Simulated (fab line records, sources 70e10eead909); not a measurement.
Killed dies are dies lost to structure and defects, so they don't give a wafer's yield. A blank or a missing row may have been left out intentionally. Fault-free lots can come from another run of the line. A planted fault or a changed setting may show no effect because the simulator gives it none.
Which of the tools did it? -- flow nandHarc -- 24 lots (72 wafers sampled), 1 step of a 1302-step route

WHAT THE GAUGES READ, wafer by wafer
NHARC_A_BLC_INSPECT_28.
lot,measured,on,rawDefectCount
L074,day 23 02:17,defectInspect-02,475 691 586
L077,day 23 17:16,defectInspect-02,397 347 498
L076,day 23 18:36,defectInspect-02,350 387 507
L075,day 23 20:58,defectInspect-01,444 420 383
L078,day 24 05:16,defectInspect-01,985 521 449
L079,day 25 05:16,defectInspect-02,453 512 533
L080,day 25 10:13,defectInspect-01,596 586 620
L081,day 25 20:16,defectInspect-02,354 491 526
L082,day 26 15:50,defectInspect-02,542 600 697
L086,day 27 04:02,defectInspect-01,486 619 513
L085,day 27 04:32,defectInspect-01,554 539 733
L084,day 27 06:36,defectInspect-02,660 603 635
L083,day 27 10:12,defectInspect-02,450 512 443
L089,day 28 12:23,defectInspect-02,443 521 404
L088,day 28 16:59,defectInspect-02,507 406 378
L087,day 28 18:28,defectInspect-02,370 406 502
L091,day 29 15:21,defectInspect-01,638 621 487
L090,day 30 07:35,defectInspect-02,399 444 415
L093,day 30 12:10,defectInspect-01,520 482 523
L092,day 30 22:33,defectInspect-01,459 341 397
L094,day 31 11:40,defectInspect-02,477 614 576
L095,day 31 18:03,defectInspect-02,560 592 660
L096,day 32 06:29,defectInspect-01,520 443 547
L097,day 32 11:36,defectInspect-01,534 363 550

EACH LOT AND THE TOOL THAT RAN IT (in order: tool; ch and the chambers of the sampled wafers; start)
Before these readings, the record contains no process step.

WHAT THE TOOLS THEMSELVES READ (means of the sampled wafers that have a number; where no wafer has one, the mark that the record gives instead)
The record holds no such reading with a usual standard deviation.

THE ANSWER, worked out from the rows above alone
Rule: the usual values come from the lots themselves. Put in order of their means at a reading, lots are off if they are a third of the lots or fewer, leave a main group of 4 or more, and stand apart from it by a gap of 3 or more times the standard deviation of the main group's means; of several such gaps the widest counts. Not used: any main group whose means are identical at the precision the tables above print for the reading. A lot without any number at a reading at which 4 lots or more have one is off too. Where the step has rows for the other lots, those lots are counted as sound. First the gauges in route order, then the tools' own readings, where a lot's mean is used as printed above. The first step at which some lot is off is used, and at that step the reading that is off furthest; a lot without a number counts as furthest.
None of the lots is off at any reading shown; this tells nothing.

WHAT THE SIMULATOR HAD PUT IN
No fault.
